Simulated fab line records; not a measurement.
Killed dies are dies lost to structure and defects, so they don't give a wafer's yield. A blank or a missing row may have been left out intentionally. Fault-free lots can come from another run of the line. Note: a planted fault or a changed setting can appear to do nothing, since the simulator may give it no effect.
Which of the tools did it? | flow n5-finfet | 24 lots, 72 wafers sampled, at 2 steps of a route of 1938

WHAT EACH GAUGE READ, for each wafer
N5_BEOL_M14_CD_MEAS_17: target cd 250 nm.
lot  | measured     | on        | cd-nm (nm)
L075 | day 10 17:16 | cd-sem-01 | 251.3 250.3 251.5
L074 | day 10 22:00 | cd-sem-01 | 250.6 252.2 253.2
L076 | day 11 09:04 | cd-sem-02 | 254.2 252.0 253.2
L078 | day 11 12:42 | cd-sem-01 | 252.7 252.0 252.3
L077 | day 11 13:19 | cd-sem-02 | 252.0 251.7 249.3
L079 | day 11 16:31 | cd-sem-01 | 254.2 255.5 255.3
L080 | day 11 17:19 | cd-sem-01 | 250.8 251.7 251.8
L081 | day 11 22:26 | cd-sem-01 | 252.7 250.0 248.9
L082 | day 12 16:53 | cd-sem-02 | 249.8 248.7 251.4
L083 | day 12 17:22 | cd-sem-01 | 252.7 251.0 251.0
L084 | day 12 19:49 | cd-sem-03 | 249.5 251.4 250.3
L085 | day 13 01:10 | cd-sem-03 | 252.9 252.0 252.7
L087 | day 16 17:48 | cd-sem-03 | 252.2 252.0 251.9
L086 | day 16 23:04 | cd-sem-02 | 250.2 252.4 252.2
L088 | day 17 07:28 | cd-sem-02 | 256.2 251.7 254.1
L089 | day 17 07:53 | cd-sem-02 | 251.8 250.3 249.8
L093 | day 17 12:04 | cd-sem-03 | 257.0 254.2 255.0
L096 | day 17 12:49 | cd-sem-02 | 250.8 254.3 252.6
L094 | day 17 13:38 | cd-sem-03 | 251.8 251.6 249.1
L091 | day 17 14:34 | cd-sem-03 | 252.2 253.3 255.1
L095 | day 17 23:16 | cd-sem-03 | 252.0 254.1 252.0
L090 | day 17 23:48 | cd-sem-03 | 249.9 253.6 250.8
L097 | day 18 04:56 | cd-sem-02 | 250.9 250.5 250.7
L092 | day 18 11:11 | cd-sem-02 | 249.4 247.4 248.7

N5_BEOL_M14_OCD_MEAS_35.
lot  | measured     | on     | trench-depth-nm (nm)
L075 | day 10 18:17 | ocd-02 | 562 563 562
L074 | day 10 23:10 | ocd-01 | 559 534 589
L076 | day 11 10:35 | ocd-01 | 534 553 549
L078 | day 11 14:35 | ocd-02 | 556 559 554
L077 | day 11 15:09 | ocd-02 | 556 549 535
L079 | day 11 17:44 | ocd-01 | 547 553 585
L080 | day 11 18:20 | ocd-02 | 548 540 530
L081 | day 11 23:35 | ocd-02 | 579 546 579
L082 | day 12 18:07 | ocd-01 | 534 556 533
L083 | day 12 18:41 | ocd-01 | 579 554 533
L084 | day 12 20:58 | ocd-02 | 542 587 558
L085 | day 13 02:19 | ocd-01 | 552 535 551
L087 | day 16 18:57 | ocd-01 | 570 560 561
L086 | day 17 00:13 | ocd-02 | 566 583 567
L088 | day 17 08:38 | ocd-01 | 582 552 539
L089 | day 17 09:16 | ocd-01 | 561 555 585
L093 | day 17 13:20 | ocd-01 | 575 573 569
L096 | day 17 14:05 | ocd-02 | 530 566 535
L094 | day 17 14:54 | ocd-02 | 563 559 560
L091 | day 17 15:50 | ocd-01 | 575 568 578
L095 | day 18 00:33 | ocd-02 | 564 558 567
L090 | day 18 01:20 | ocd-02 | 553 548 575
L097 | day 18 06:05 | ocd-01 | 564 566 570
L092 | day 18 12:20 | ocd-01 | 537 579 552

WHAT TOOL EACH LOT RAN ON (gives the tool, then ch and the chambers of the sampled wafers, and finally the start)
There is no process step in the record ahead of these readings.

WHAT THE TOOLS THEMSELVES READ (means of the sampled wafers that have a number; where no wafer has one, the mark that the record gives instead)
The record holds no such reading with a usual standard deviation.

THE ANSWER, worked out from the rows above alone
Rule: what is usual is taken from the lots themselves. Put in order of their means at a reading, lots are off if they are a third of the lots or fewer, leave a main group of 4 or more, and stand apart from it by a gap of 3 or more times the standard deviation of the main group's means; of several such gaps the widest counts. A main group is skipped when, at the precision printed for the reading in the tables above, its means are all equal. Also off: a lot with no number at a reading for which 4 or more lots have one. All remaining lots with rows at the step are treated as sound. First the gauges in route order, then the tools' own readings, where a lot's mean is used as printed above. The first step at which some lot is off is used, and at that step the reading that is off furthest; a lot without a number counts as furthest.
Nothing can be told from this: no lot is off at any reading shown.

WHAT THE SIMULATOR PUT IN
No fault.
